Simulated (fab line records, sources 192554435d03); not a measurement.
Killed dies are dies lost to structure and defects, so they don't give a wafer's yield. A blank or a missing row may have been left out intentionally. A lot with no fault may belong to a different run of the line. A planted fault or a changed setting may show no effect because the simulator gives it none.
fab line records	flow n5Finfet
record: lots: 24	wafers: 72	lastDay: 18
route steps=1938 shown BEOL_M14@1757 BEOL_M15@1773
lots untouched by any fault: they come from a run of this same line in which no faults occurred
startH: hours from the record's first day to the start of the lot's first wafer shown	waitH: time in hours since the lot's previous step	" as in the row above	L1.1+2: a single row standing in for several wafers	- value missing, or start not given	* or withheld: withheld	< > ~ a bound
route shown NAME@n: a module of which the file shows steps, and the number in the route of the first	usual: mean and standard deviation over wafers with no fault	same: alike in all rows	chamber/n: place in a boat	sites: readings site by site	_std_site: their standard deviation	_edge_site: outer sites' mean less inner sites'	radiusMm: how far each site lies from the wafer's centre	mask NAME#n: copy n	behind: the last tool/chamber to shape the wafer	hold: why the lot went on hold/how many hours it stayed there/how the hold came to an end	device: the n, p or np transistor that did not switch	end of line: at the end of the route, the tests of the same wafers	step lacking rows: just its recipe	killed: at the first sort, the dies lost to defects and structure; wafer yield is something else	map: a wafer's dies, x killed, . not, _ none there
set.NAME: setting as actually run; set.NAME@STEP: the setting as run at that earlier step	model.NAME: the simulator's own value behind a step, which no gauge read
a sample of lots followed through the steps of the route, with each step as a table and each wafer as a row
services: from which hour (startH, from the record's first day; less than 0 if before it) a tool's chamber was out of use, for how many hours, and why
== steps ==
step: N5_BEOL_M14_ETCH_38
recipe: chemistry: CF4/N2	target: SiCN	targetDepthA: 1065	taperDeg: 2	timeS: 120.6	ionEnergyEv: 150	maskMaterial: SiO2	pressureMtorr: 40	sourceW: 430	biasW: 70	Ar_flow_sccm: 100	cf4FlowSccm: 60	n2FlowSccm: 60
usual: cf4FlowSccm: 60.00/0.21	drypumpMotorCurrentA: 5.8/0.49	oesProductAu: 0.84/0.081	rfFwdPowerW: 428.3/1.4	rfVppV: 383.2/1.9	showerheadPlenumPTorr: 2.25/0.069	throttleValvePct: 15.30/0.18
lot.wafer	tool	chamber	startH	waitH	cf4FlowSccm	drypumpMotorCurrentA	oesProductAu	rfFwdPowerW	rfHoursCounterH	rfVppV	showerheadPlenumPTorr	throttleValvePct
L074.3	rieDiel-04	0	-	-	60.24	6.7	0.88	427.1	26	384.7	2.34	15.38
L074.4	"	3	"	"	59.77	6.4	0.83	429.5	-	383.4	2.24	15.49
L074.5	"	1	"	"	60.17	6.3	0.95	427.6	-	381.6	2.16	15.04
L075.2	rieDiel-04	3	-	-	59.94	6.4	0.83	428.4	66	383.8	2.24	15.48
L075.5	"	3	"	"	60.07	6.4	0.85	430.8	-	382.0	2.24	15.50
L075.6	"	2	"	"	60.22	5.6	0.99	427.7	-	385.9	2.35	15.17
L076.1	rieDiel-03	3	-	-	59.78	5.7	0.90	429.6	27	385.1	2.33	15.28
L076.4	"	3	"	"	59.90	5.7	0.91	428.9	-	385.3	2.33	15.28
L076.6	"	2	"	"	59.87	5.4	0.77	427.9	-	381.8	2.20	15.27
L080.3	rieDiel-04	2	-	-	60.28	5.6	0.93	428.0	10	386.3	2.34	15.20
L080.4	"	1	"	"	59.85	6.3	0.92	428.3	29	379.5	2.16	15.07
L080.5	"	0	"	"	60.00	6.7	0.87	429.1	-	385.7	2.34	15.41
L079.3	rieDiel-03	0	-	-	60.00	5.6	0.72	427.9	226	381.4	2.18	15.39
L079.4	"	3	"	"	60.18	5.8	0.90	428.2	35	385.1	2.33	15.28
L079.6	"	0	"	"	60.09	5.6	0.72	427.7	-	382.4	2.18	15.41
L078.1	rieDiel-04	1	-	-	60.03	6.3	0.91	427.3	34	381.5	2.15	15.07
L078.2	"	0	"	"	59.80	6.7	0.85	429.9	41	386.4	2.34	15.40
L078.5	"	3	"	"	60.22	6.4	0.81	429.5	-	384.0	2.24	15.52
L083.2	rieDiel-02	1	-	-	59.72	6.3	0.96	430.0	2	382.7	2.27	15.06
L083.5	"	0	"	"	60.12	5.3	0.68	428.3	-	379.9	2.08	15.39
L083.6	"	3	"	"	59.81	5.6	0.71	431.3	-	380.2	2.18	15.53
L077.3	rieDiel-02	3	-	-	60.36	5.6	0.71	430.2	222	382.7	2.18	15.51
L077.5	"	1	"	"	60.04	6.2	0.95	427.9	-	383.8	2.27	15.04
L077.6	"	2	"	"	59.82	5.3	0.94	431.3	-	383.1	2.26	15.38
L082.2	rieDiel-02	1	-	-	60.10	6.2	0.95	428.4	4	384.2	2.26	15.03
L082.3	"	3	"	"	59.98	5.6	0.71	428.4	222	383.0	2.18	15.53
L082.6	"	2	"	"	59.88	5.2	0.96	429.2	-	382.4	2.26	15.39
L081.1	rieDiel-04	2	-	-	59.83	5.6	0.91	426.5	18	385.9	2.34	15.20
L081.5	"	1	"	"	59.71	6.3	0.90	429.0	-	380.3	2.15	15.07
L081.6	"	0	"	"	59.99	6.7	0.85	425.6	-	386.4	2.34	15.43
L084.1	rieDiel-04	1	-	-	59.73	6.3	0.90	426.1	42	381.6	2.15	15.09
L084.3	"	0	"	"	60.03	6.7	0.84	426.8	50	385.0	2.33	15.43
L084.4	"	3	"	"	59.88	6.4	0.81	428.9	89	383.8	2.23	15.54
L085.1	rieDiel-03	0	-	-	59.83	5.6	0.70	427.5	240	381.5	2.17	15.42
L085.4	"	2	"	"	59.71	5.4	0.75	427.5	150	382.3	2.20	15.32
L085.6	"	2	"	"	60.08	5.4	0.75	426.7	-	381.2	2.20	15.30
L086.1	rieDiel-04	2	-	-	60.03	5.6	0.88	425.9	27	386.2	2.34	15.23
L086.3	"	0	"	"	59.52	6.7	0.84	428.9	55	384.2	2.33	15.45
L086.5	"	3	"	"	60.39	6.4	0.81	428.4	-	382.3	2.23	15.56
L088.1	rieDiel-03	3	-	-	59.72	5.7	0.87	428.9	52	385.0	2.33	15.33
L088.3	"	1	"	"	59.89	5.3	0.78	426.7	126	382.6	2.21	15.25
L088.4	"	2	"	"	60.02	5.4	0.75	426.8	153	384.4	2.20	15.30
L087.1	rieDiel-02	2	-	-	60.07	5.2	0.92	428.6	30	384.2	2.26	15.43
L087.4	"	0	"	"	60.42	5.3	0.93	428.4	7	387.2	2.34	14.92
L087.5	"	3	"	"	59.96	5.6	0.70	429.4	-	380.9	2.18	15.54
L089.1	rieDiel-02	3	-	-	60.30	5.6	0.70	427.9	244	381.4	2.17	15.58
L089.4	"	1	"	"	59.73	6.2	0.89	430.4	26	382.3	2.26	15.09
L089.5	"	0	"	"	60.34	5.3	0.91	426.3	-	384.7	2.34	14.92
L091.2	rieDiel-03	2	-	-	59.66	5.5	0.73	425.2	165	381.5	2.19	15.34
L091.3	"	3	"	"	59.79	5.7	0.85	427.2	65	383.4	2.32	15.35
L091.6	"	2	"	"	59.63	5.4	0.74	428.9	-	381.5	2.19	15.35
L090.1	rieDiel-04	3	-	-	59.89	6.4	0.81	429.0	100	383.4	2.23	15.55
L090.2	"	2	"	"	59.31	5.6	0.88	427.4	35	385.7	2.33	15.25
L090.5	"	2	"	"	59.59	5.6	0.88	427.6	-	385.2	2.33	15.25
L092.2	rieDiel-02	3	-	-	60.03	5.6	0.69	427.7	249	381.6	2.17	15.57
L092.3	"	1	"	"	60.04	6.2	0.88	429.1	30	382.8	2.26	15.11
L092.4	"	3	"	"	60.13	5.6	0.69	428.6	-	381.6	2.17	15.59
L093.1	rieDiel-02	0	-	-	59.99	5.3	0.89	428.0	18	386.6	2.33	14.93
L093.3	"	1	"	"	60.39	6.2	0.86	430.3	34	382.5	2.25	15.09
L093.6	"	1	"	"	60.13	6.2	0.87	429.9	-	384.4	2.25	15.10
L095.1	rieDiel-04	0	-	-	59.76	6.7	0.81	426.4	70	386.4	2.33	15.47
L095.3	"	3	"	"	59.95	6.4	0.78	427.8	107	382.5	2.23	15.59
L095.4	"	1	"	"	60.07	6.3	0.87	431.7	60	380.4	2.14	15.12
L094.2	rieDiel-03	3	-	-	60.24	5.7	0.83	430.2	75	384.7	2.32	15.36
L094.3	"	1	"	"	60.07	5.3	0.76	427.4	149	381.6	2.20	15.32
L094.5	"	1	"	"	60.41	5.3	0.76	427.8	-	381.5	2.20	15.31
L096.1	rieDiel-03	1	-	-	59.93	5.3	0.74	425.9	153	382.9	2.20	15.32
L096.3	"	2	"	"	59.74	5.5	0.72	428.7	180	382.9	2.19	15.36
L096.5	"	0	"	"	60.26	5.6	0.93	428.0	-	381.3	2.17	14.93
L097.1	rieDiel-02	3	-	-	59.83	5.6	0.99	430.7	4	380.8	2.17	15.11
L097.3	"	1	"	"	60.11	6.2	0.85	428.7	43	383.6	2.25	15.13
L097.5	"	1	"	"	59.87	6.2	0.85	429.2	-	384.0	2.25	15.13
step: N5_BEOL_M14_ANNEAL_48
recipe: tempC: 225	timeS: 90	ambient: N2
usual: wafer_temp_C_max: 226.1/0.41
lot.wafer	tool	chamber	startH	waitH	wafer_temp_C_max
L074.3	rtpAnneal-02	0	250.26	0.2	226.3
L074.4	"	0	"	"	226.1
L074.5	"	0	"	"	226.0
L075.2	rtpAnneal-02	0	254.66	0.6	226.2
L075.5	"	0	"	"	226.2
L075.6	"	0	"	"	226.2
L076.1	rtpAnneal-02	0	263.45	0.2	226.4
L076.4	"	0	"	"	226.2
L076.6	"	0	"	"	226.1
L080.3	rtpAnneal-02	0	282.81	0.2	226.7
L080.4	"	0	"	"	227.0
L080.5	"	0	"	"	225.9
L079.3	rtpAnneal-01	0	290.03	0.2	226.0
L079.4	"	0	"	"	225.9
L079.6	"	0	"	"	226.0
L078.1	rtpAnneal-01	0	293.96	0.1	226.1
L078.2	"	0	"	"	225.7
L078.5	"	0	"	"	225.5
L083.2	rtpAnneal-02	0	296.15	0.2	226.3
L083.5	"	0	"	"	226.3
L083.6	"	0	"	"	226.7
L077.3	rtpAnneal-02	0	300.71	0.2	226.6
L077.5	"	0	"	"	226.6
L077.6	"	0	"	"	226.7
L082.2	rtpAnneal-02	0	301.21	0.4	226.3
L082.3	"	0	"	"	225.7
L082.6	"	0	"	"	226.4
L081.1	rtpAnneal-02	0	303.23	0.1	226.4
L081.5	"	0	"	"	226.0
L081.6	"	0	"	"	226.3
L084.1	rtpAnneal-01	0	319.48	0.1	225.4
L084.3	"	0	"	"	225.7
L084.4	"	0	"	"	225.7
L085.1	rtpAnneal-02	0	330.63	0.1	226.9
L085.4	"	0	"	"	226.8
L085.6	"	0	"	"	226.3
L086.1	rtpAnneal-01	0	330.80	0.1	226.1
L086.3	"	0	"	"	225.9
L086.5	"	0	"	"	225.6
L088.1	rtpAnneal-01	0	338.16	0.1	225.7
L088.3	"	0	"	"	225.8
L088.4	"	0	"	"	225.7
L087.1	rtpAnneal-01	0	343.20	0.1	225.8
L087.4	"	0	"	"	225.6
L087.5	"	0	"	"	225.8
L089.1	rtpAnneal-01	0	355.72	0.1	225.8
L089.4	"	0	"	"	225.8
L089.5	"	0	"	"	225.8
L091.2	rtpAnneal-01	0	364.75	0.5	225.8
L091.3	"	0	"	"	225.8
L091.6	"	0	"	"	225.8
L090.1	rtpAnneal-01	0	365.07	0.1	225.9
L090.2	"	0	"	"	226.3
L090.5	"	0	"	"	226.2
L092.2	rtpAnneal-02	0	365.67	0.2	226.0
L092.3	"	0	"	"	226.4
L092.4	"	0	"	"	226.1
L093.1	rtpAnneal-02	0	374.36	0.1	225.9
L093.3	"	0	"	"	226.3
L093.6	"	0	"	"	226.0
L095.1	rtpAnneal-01	0	384.81	0.1	225.9
L095.3	"	0	"	"	226.1
L095.4	"	0	"	"	225.8
L094.2	rtpAnneal-01	0	387.16	0.4	225.4
L094.3	"	0	"	"	225.9
L094.5	"	0	"	"	225.8
L096.1	rtpAnneal-01	0	398.93	0.1	226.2
L096.3	"	0	"	"	225.9
L096.5	"	0	"	"	226.4
L097.1	rtpAnneal-01	0	399.38	0.2	225.8
L097.3	"	0	"	"	225.9
L097.5	"	0	"	"	225.8
step: N5_BEOL_M15_ILD_DEP_00
recipe: material: SiO2	targetThkA: 16293	tempC: 400	precursor: TEOS/O2	pressureTorr: 6.5	rfW: 900	teosFlowSccm: 161.4	gas: O2	flowSccm: 2650	timeS: 346.1
usual: heaterPowerW: 585/93	rfFwdPowerW: 898.6/2.6	showerheadPlenumPTorr: 8.36/0.031	throttleValvePct: 17.9/0.59
lot.wafer	tool	chamber	startH	waitH	heaterPowerW	rfFwdPowerW	showerheadPlenumPTorr	sinceWetCleanH	throttleValvePct
L074.3	pecvd-01	2	250.97	0.0	542	900.6	8.40	289	16.3
L074.4	"	0	"	"	643	899.6	8.41	-	18.0
L074.5	"	1	"	"	587	901.2	8.36	-	18.5
L075.2	pecvd-01	0	255.40	0.0	572	897.6	8.39	168	18.1
L075.5	"	1	"	"	706	903.8	8.37	-	18.7
L075.6	"	0	"	"	632	900.0	8.39	-	18.0
L076.1	pecvd-04	2	264.44	0.0	617	898.7	8.33	33	17.1
L076.4	"	2	"	"	485	900.1	8.34	-	17.2
L076.6	"	1	"	"	532	900.1	8.35	-	18.3
L080.3	pecvd-04	2	283.51	0.0	608	894.5	8.34	52	17.2
L080.4	"	1	"	"	397	898.8	8.36	-	18.3
L080.5	"	0	"	"	597	900.1	8.31	-	17.9
L079.3	pecvd-04	2	290.72	0.0	566	898.1	8.33	59	17.1
L079.4	"	1	"	"	538	899.0	8.35	-	18.1
L079.6	"	0	"	"	763	900.3	8.35	-	17.6
L078.1	pecvd-01	1	294.74	0.0	686	894.8	8.36	1905	18.4
L078.2	"	2	"	"	479	898.6	8.43	333	17.0
L078.5	"	2	"	"	569	895.5	8.43	-	16.8
L083.2	pecvd-01	0	296.92	0.0	532	899.4	8.42	209	18.2
L083.5	"	0	"	"	628	896.7	8.37	-	18.1
L083.6	"	2	"	"	616	896.1	8.40	-	16.9
L077.3	pecvd-04	2	301.51	0.1	623	901.4	8.31	-	16.9
L077.5	"	0	"	"	619	900.7	8.33	-	17.8
L077.6	"	2	"	"	490	899.4	8.31	-	17.0
L082.2	pecvd-01	2	301.95	0.0	573	898.3	8.40	340	16.7
L082.3	"	0	"	"	599	900.2	8.38	214	18.1
L082.6	"	0	"	"	499	897.4	8.38	-	18.3
L081.1	pecvd-01	0	304.02	0.0	563	893.9	8.40	216	18.5
L081.5	"	2	"	"	461	900.7	8.40	-	16.9
L081.6	"	1	"	"	744	899.3	8.37	-	18.2
L084.1	pecvd-01	2	320.29	0.0	612	902.7	8.41	358	16.8
L084.3	"	1	"	"	645	901.0	8.34	1930	18.4
L084.4	"	2	"	"	462	899.1	8.41	-	16.8
L085.1	pecvd-01	0	331.48	0.0	629	896.7	8.38	244	18.2
L085.4	"	2	"	"	464	897.9	8.41	-	17.1
L085.6	"	1	"	"	578	902.6	8.36	-	18.6
L086.1	pecvd-02	0	331.61	0.0	441	893.8	8.34	1036	18.1
L086.3	"	2	"	"	667	901.7	8.35	281	18.4
L086.5	"	0	"	"	522	896.1	8.33	-	18.4
L088.1	pecvd-04	0	338.98	0.0	747	894.2	8.34	143	17.6
L088.3	"	2	"	"	617	898.1	8.32	-	17.2
L088.4	"	0	"	"	598	894.2	8.32	-	18.2
L087.1	pecvd-01	0	343.99	0.0	550	902.6	8.40	256	18.3
L087.4	"	1	"	"	571	898.1	8.35	-	18.5
L087.5	"	0	"	"	498	901.7	8.39	-	18.2
L089.1	pecvd-04	1	356.50	0.0	421	896.1	8.37	1604	18.3
L089.4	"	0	"	"	606	899.7	8.36	-	18.0
L089.5	"	1	"	"	504	902.9	8.36	-	18.0
L091.2	pecvd-02	2	365.49	0.0	689	898.5	8.34	315	18.3
L091.3	"	0	"	"	552	896.8	8.34	1069	18.3
L091.6	"	2	"	"	549	898.7	8.33	-	18.4
L090.1	pecvd-02	1	365.85	0.0	534	893.7	8.33	1795	17.6
L090.2	"	0	"	"	558	894.3	8.35	1070	18.3
L090.5	"	1	"	"	607	897.5	8.35	-	17.6
L092.2	pecvd-02	2	366.41	0.0	628	895.0	8.35	316	18.7
L092.3	"	0	"	"	494	900.2	8.35	1070	18.2
L092.4	"	1	"	"	465	894.7	8.35	-	18.0
L093.1	pecvd-02	2	375.14	0.0	662	896.1	8.35	325	18.5
L093.3	"	0	"	"	530	902.5	8.34	1079	18.3
L093.6	"	1	"	"	470	901.1	8.35	-	18.0
L095.1	pecvd-01	2	385.63	0.0	582	896.3	8.45	424	17.0
L095.3	"	1	"	"	635	897.5	8.36	1996	18.5
L095.4	"	0	"	"	642	899.3	8.40	-	18.3
L094.2	pecvd-02	1	387.90	0.0	613	895.0	8.38	1817	17.5
L094.3	"	0	"	"	412	900.6	8.33	1092	18.2
L094.5	"	0	"	"	500	902.7	8.36	-	18.1
L096.1	pecvd-02	0	399.72	0.0	453	899.3	8.35	1104	18.2
L096.3	"	1	"	"	526	900.9	8.39	1829	17.6
L096.5	"	1	"	"	622	902.3	8.37	-	17.7
L097.1	pecvd-04	0	400.21	0.0	688	901.9	8.33	205	17.7
L097.3	"	2	"	"	628	900.1	8.33	169	17.2
L097.5	"	0	"	"	784	900.6	8.33	-	17.8
step: N5_BEOL_M15_INSPECT_12
recipe: mode: adi	inspectInstrument: macro
usual: rawDefectCount: 1.9/1.4
lot.wafer	tool	chamber	startH	waitH	rawDefectCount
L074.3	defectInspect-02	-	251.70	0.0	5
L074.4	"	-	"	"	2
L074.5	"	-	"	"	0
L075.2	defectInspect-01	-	256.13	0.0	2
L075.5	"	-	"	"	0
L075.6	"	-	"	"	3
L076.1	defectInspect-01	-	265.05	0.0	3
L076.4	"	-	"	"	0
L076.6	"	-	"	"	3
L080.3	defectInspect-02	-	284.24	0.0	4
L080.4	"	-	"	"	2
L080.5	"	-	"	"	3
L079.3	defectInspect-01	-	291.45	0.0	0
L079.4	"	-	"	"	2
L079.6	"	-	"	"	2
L078.1	defectInspect-01	-	295.47	0.0	1
L078.2	"	-	"	"	2
L078.5	"	-	"	"	0
L083.2	defectInspect-01	-	297.53	0.0	2
L083.5	"	-	"	"	0
L083.6	"	-	"	"	2
L077.3	defectInspect-01	-	302.26	0.0	6
L077.5	"	-	"	"	2
L077.6	"	-	"	"	0
L082.2	defectInspect-01	-	302.56	0.0	2
L082.3	"	-	"	"	2
L082.6	"	-	"	"	3
L081.1	defectInspect-02	-	304.75	0.0	2
L081.5	"	-	"	"	4
L081.6	"	-	"	"	2
L084.1	defectInspect-02	-	320.90	0.0	3
L084.3	"	-	"	"	1
L084.4	"	-	"	"	1
L085.1	defectInspect-02	-	332.21	0.0	1
L085.4	"	-	"	"	0
L085.6	"	-	"	"	3
L086.1	defectInspect-02	-	332.37	0.0	0
L086.3	"	-	"	"	1
L086.5	"	-	"	"	0
L088.1	defectInspect-01	-	339.82	0.0	0
L088.3	"	-	"	"	1
L088.4	"	-	"	"	1
L087.1	defectInspect-01	-	344.71	0.0	1
L087.4	"	-	"	"	3
L087.5	"	-	"	"	5
L089.1	defectInspect-02	-	357.24	0.0	2
L089.4	"	-	"	"	2
L089.5	"	-	"	"	0
L091.2	defectInspect-02	-	366.10	0.0	1
L091.3	"	-	"	"	2
L091.6	"	-	"	"	0
L090.1	defectInspect-02	-	366.58	0.0	2
L090.2	"	-	"	"	0
L090.5	"	-	"	"	2
L092.2	defectInspect-02	-	367.02	0.0	1
L092.3	"	-	"	"	5
L092.4	"	-	"	"	3
L093.1	defectInspect-01	-	375.75	0.0	1
L093.3	"	-	"	"	2
L093.6	"	-	"	"	2
L095.1	defectInspect-02	-	386.23	0.0	6
L095.3	"	-	"	"	5
L095.4	"	-	"	"	2
L094.2	defectInspect-02	-	388.51	0.0	1
L094.3	"	-	"	"	1
L094.5	"	-	"	"	1
L096.1	defectInspect-02	-	400.45	0.0	3
L096.3	"	-	"	"	1
L096.5	"	-	"	"	3
L097.1	defectInspect-02	-	400.94	0.0	3
L097.3	"	-	"	"	1
L097.5	"	-	"	"	3
step: N5_BEOL_M15_ETCH_57
recipe: chemistry: N2/H2	target: SOC	sourceW: 3000	biasW: 350	timeS: 750	ionEnergyEv: 200	pressureMtorr: 30	n2FlowSccm: 200	h2FlowSccm: 200
usual: drypumpMotorCurrentA: 5.8/0.46	oesProductAu: 0.79/0.092	rfFwdPowerW: 2997/8.4	rfVppV: 524.7/2.5	showerheadPlenumPTorr: 2.57/0.089	throttleValvePct: 17.77/0.24
lot.wafer	tool	chamber	startH	waitH	drypumpMotorCurrentA	oesProductAu	rfFwdPowerW	rfHoursCounterH	rfVppV	showerheadPlenumPTorr	throttleValvePct
L074.3	rieDiel-06	2	253.10	-	6.3	0.71	3001	216	522.4	2.50	17.68
L074.4	"	0	"	"	4.9	0.98	2997	2	529.2	2.70	17.77
L074.5	"	3	"	"	6.3	0.77	2996	-	525.6	2.57	17.94
L075.2	rieDiel-06	3	256.96	-	6.3	0.77	2979	113	525.5	2.57	17.95
L075.5	"	1	"	"	5.9	0.82	3000	-	524.4	2.59	17.77
L075.6	"	2	"	"	6.3	0.71	3005	-	523.3	2.50	17.67
L076.1	rieDiel-01	1	266.13	-	6.3	0.74	2987	178	526.9	2.63	17.33
L076.4	"	2	"	"	6.4	0.72	3005	199	521.6	2.43	17.65
L076.6	"	1	"	"	6.3	0.76	2990	-	525.5	2.63	17.34
L080.3	rieDiel-05	2	284.93	-	5.6	0.95	3009	14	525.7	2.59	17.55
L080.4	"	3	"	"	5.8	0.71	2995	-	526.2	2.63	18.01
L080.5	"	2	"	"	5.6	0.94	3012	-	525.9	2.59	17.57
L079.3	rieDiel-06	3	292.15	-	6.3	0.76	2979	122	524.4	2.57	17.98
L079.4	"	0	"	"	4.9	0.93	3006	12	530.2	2.69	17.78
L079.6	"	1	"	"	5.9	0.81	3015	-	524.7	2.58	17.76
L078.1	rieDiel-01	1	296.18	-	6.3	0.76	3003	187	527.5	2.63	17.34
L078.2	"	0	"	"	5.6	0.79	3001	106	527.8	2.68	17.84
L078.5	"	3	"	"	5.8	0.70	3003	-	526.1	2.62	17.83
L083.2	rieDiel-06	1	298.16	-	5.9	0.80	2994	82	525.9	2.58	17.79
L083.5	"	1	"	"	5.8	0.81	3003	-	524.7	2.58	17.77
L083.6	"	0	"	"	4.9	0.94	2975	-	528.5	2.69	17.80
L077.3	rieDiel-06	1	303.16	-	5.9	0.80	3010	84	525.5	2.58	17.77
L077.5	"	2	"	"	6.3	0.69	3003	-	524.0	2.49	17.71
L077.6	"	1	"	"	5.8	0.80	3012	-	524.6	2.58	17.78
L082.2	rieDiel-05	2	303.51	-	5.6	0.93	2983	20	524.0	2.59	17.57
L082.3	"	3	"	"	5.8	0.69	2990	228	524.7	2.62	18.01
L082.6	"	2	"	"	5.6	0.93	2987	-	525.2	2.59	17.57
L081.1	rieDiel-06	1	305.50	-	5.9	0.81	3006	85	525.9	2.58	17.79
L081.5	"	1	"	"	5.9	0.81	2988	-	524.2	2.58	17.77
L081.6	"	0	"	"	4.9	0.94	3007	-	526.3	2.69	17.79
L084.1	rieDiel-06	3	321.53	-	6.3	0.76	3001	130	525.7	2.57	17.98
L084.3	"	1	"	"	5.8	0.79	2992	90	524.7	2.58	17.80
L084.4	"	2	"	"	6.4	0.68	2997	236	523.0	2.49	17.70
L085.1	rieDiel-05	3	333.20	-	5.8	0.69	2988	238	526.6	2.62	18.05
L085.4	"	2	"	"	5.6	0.90	2994	31	524.9	2.59	17.60
L085.6	"	2	"	"	5.6	0.90	3005	-	525.8	2.59	17.60
L086.1	rieDiel-05	2	334.39	-	5.6	0.90	2997	32	526.1	2.59	17.60
L086.3	"	0	"	"	5.5	0.71	2997	188	520.6	2.42	18.10
L086.5	"	3	"	"	5.8	0.69	2998	-	526.4	2.62	18.05
L088.1	rieDiel-05	3	341.17	-	5.8	0.67	2990	243	525.7	2.62	18.04
L088.3	"	0	"	"	5.5	0.71	2999	192	521.2	2.42	18.10
L088.4	"	1	"	"	6.1	0.92	2985	10	527.2	2.72	17.13
L087.1	rieDiel-06	3	345.55	-	6.3	0.75	2987	133	524.5	2.56	17.98
L087.4	"	2	"	"	6.3	0.69	2997	239	523.3	2.49	17.71
L087.5	"	1	"	"	5.8	0.79	3004	-	524.4	2.58	17.78
L089.1	rieDiel-01	2	357.87	-	6.4	0.69	2995	228	519.8	2.41	17.70
L089.4	"	0	"	"	5.5	0.78	3002	-	528.8	2.67	17.88
L089.5	"	1	"	"	6.3	0.74	3016	-	526.1	2.62	17.38
L091.2	rieDiel-05	3	366.85	-	5.8	0.68	2988	250	524.1	2.61	18.07
L091.3	"	2	"	"	5.6	0.88	3004	42	527.0	2.58	17.62
L091.6	"	0	"	"	5.5	0.70	2998	-	521.4	2.41	18.13
L090.1	rieDiel-06	3	367.29	-	6.3	0.74	3002	138	524.2	2.56	18.01
L090.2	"	0	"	"	4.9	0.89	2999	30	527.2	2.68	17.81
L090.5	"	1	"	"	5.9	0.80	3004	-	524.9	2.57	17.81
L092.2	rieDiel-01	2	367.98	-	6.4	0.69	3001	233	519.2	2.41	17.72
L092.3	"	1	"	"	6.3	0.73	3001	212	525.8	2.62	17.37
L092.4	"	2	"	"	6.4	0.69	2987	-	519.1	2.41	17.72
L093.1	rieDiel-01	0	376.38	-	5.5	0.76	2979	132	527.0	2.66	17.90
L093.3	"	1	"	"	6.3	0.73	3000	216	526.4	2.62	17.40
L093.6	"	0	"	"	5.5	0.75	2974	-	525.4	2.66	17.91
L095.1	rieDiel-06	0	386.87	-	4.9	0.88	2989	38	526.9	2.68	17.85
L095.3	"	3	"	"	6.3	0.74	2992	146	523.9	2.56	18.00
L095.4	"	1	"	"	5.8	0.78	2999	-	525.1	2.57	17.81
L094.2	rieDiel-05	2	389.80	-	5.6	0.86	2994	51	523.6	2.58	17.63
L094.3	"	0	"	"	5.6	0.69	2998	208	520.8	2.41	18.14
L094.5	"	0	"	"	5.5	0.70	2999	-	519.9	2.41	18.13
L096.1	rieDiel-06	1	401.08	-	5.8	0.78	3003	113	523.4	2.57	17.83
L096.3	"	3	"	"	6.3	0.73	3012	152	525.6	2.56	18.02
L096.5	"	1	"	"	5.9	0.77	2997	-	523.6	2.57	17.82
L097.1	rieDiel-06	0	401.58	-	4.9	0.87	2993	44	527.9	2.68	17.83
L097.3	"	3	"	"	6.3	0.73	3001	152	524.2	2.56	18.01
L097.5	"	0	"	"	4.9	0.87	3004	-	528.0	2.68	17.83
step: N5_BEOL_M15_OVL_MEAS_29
recipe: pointsPerWafer: 44
usual: M15_OVL: -1/5.5
lot.wafer	tool	chamber	startH	waitH	M15_OVL[nm]
L074.3	overlay-02	0	253.91	0.0	0
L074.4	"	0	"	"	11
L074.5	"	0	"	"	-2
L075.2	overlay-02	0	257.77	0.0	0
L075.5	"	0	"	"	2
L075.6	"	0	"	"	5
L076.1	overlay-01	0	266.94	0.0	-2
L076.4	"	0	"	"	-1
L076.6	"	0	"	"	-6
L080.3	overlay-01	0	285.73	0.0	-1
L080.4	"	0	"	"	-3
L080.5	"	0	"	"	-4
L079.3	overlay-02	0	293.08	0.0	7
L079.4	"	0	"	"	3
L079.6	"	0	"	"	3
L078.1	overlay-02	0	297.31	0.0	-1
L078.2	"	0	"	"	-4
L078.5	"	0	"	"	-8
L083.2	overlay-01	0	298.96	0.0	-2
L083.5	"	0	"	"	-7
L083.6	"	0	"	"	1
L077.3	overlay-02	0	304.09	0.0	1
L077.5	"	0	"	"	0
L077.6	"	0	"	"	-1
L082.2	overlay-02	0	304.45	0.0	3
L082.3	"	0	"	"	3
L082.6	"	0	"	"	-1
L081.1	overlay-01	0	306.43	0.0	7
L081.5	"	0	"	"	7
L081.6	"	0	"	"	3
L084.1	overlay-02	0	322.47	0.0	-5
L084.3	"	0	"	"	-10
L084.4	"	0	"	"	-4
L085.1	overlay-02	0	334.00	0.0	-5
L085.4	"	0	"	"	0
L085.6	"	0	"	"	-2
L086.1	overlay-01	0	335.19	0.0	-3
L086.3	"	0	"	"	-6
L086.5	"	0	"	"	-7
L088.1	overlay-01	0	342.11	0.0	-6
L088.3	"	0	"	"	2
L088.4	"	0	"	"	-6
L087.1	overlay-01	0	346.35	0.0	8
L087.4	"	0	"	"	7
L087.5	"	0	"	"	8
L089.1	overlay-02	0	358.67	0.0	-12
L089.4	"	0	"	"	-11
L089.5	"	0	"	"	-16
L091.2	overlay-01	0	367.79	0.0	-3
L091.3	"	0	"	"	-10
L091.6	"	0	"	"	-1
L090.1	overlay-02	0	368.22	0.0	-5
L090.2	"	0	"	"	-1
L090.5	"	0	"	"	-3
L092.2	overlay-02	0	368.78	0.0	13
L092.3	"	0	"	"	16
L092.4	"	0	"	"	6
L093.1	overlay-01	0	377.31	0.0	-2
L093.3	"	0	"	"	3
L093.6	"	0	"	"	-6
L095.1	overlay-02	0	387.68	0.0	-4
L095.3	"	0	"	"	3
L095.4	"	0	"	"	4
L094.2	overlay-01	0	390.73	0.0	-6
L094.3	"	0	"	"	0
L094.5	"	0	"	"	-3
L096.1	overlay-02	0	402.01	0.0	1
L096.3	"	0	"	"	-6
L096.5	"	0	"	"	5
L097.1	overlay-02	0	402.38	0.0	1
L097.3	"	0	"	"	0
L097.5	"	0	"	"	-3
== services ==
tool	chamber	startH	hours	kind
rieDiel-06	0	226.90	-	clean
rieDiel-06	0	226.90	-	consumableReplace:focusRing
rieDiel-01	-	243.61	0.2	repair
rieDiel-03	0	259.75	6.6	repair
rieDiel-02	0	261.10	2.4	repair
pecvd-01	-	262.81	2.8	pm
pecvd-02	-	265.94	6.0	pm
rieDiel-06	0	271.64	2.8	repair
pecvd-02	-	289.68	2.4	repair
rieDiel-05	2	296.80	2.9	repair
pecvd-04	1	297.75	48.4	repair
rieDiel-03	0	310.73	1.4	repair
rieDiel-06	3	316.56	4.0	repair
rieDiel-03	2	316.71	5.3	repair
rieDiel-06	-	325.45	14.6	pm
pecvd-04	2	333.04	2.6	repair
rieDiel-01	-	336.07	0.2	repair
rieDiel-04	3	341.69	14.3	repair
rieDiel-02	-	344.12	2.0	repair
rieDiel-04	1	345.68	5.8	repair
rieDiel-04	-	346.66	14.6	pm
rieDiel-01	0	347.03	9.4	repair
rieDiel-02	0	362.01	4.7	repair
rieDiel-05	1	366.67	2.3	repair
== key ==
fault none
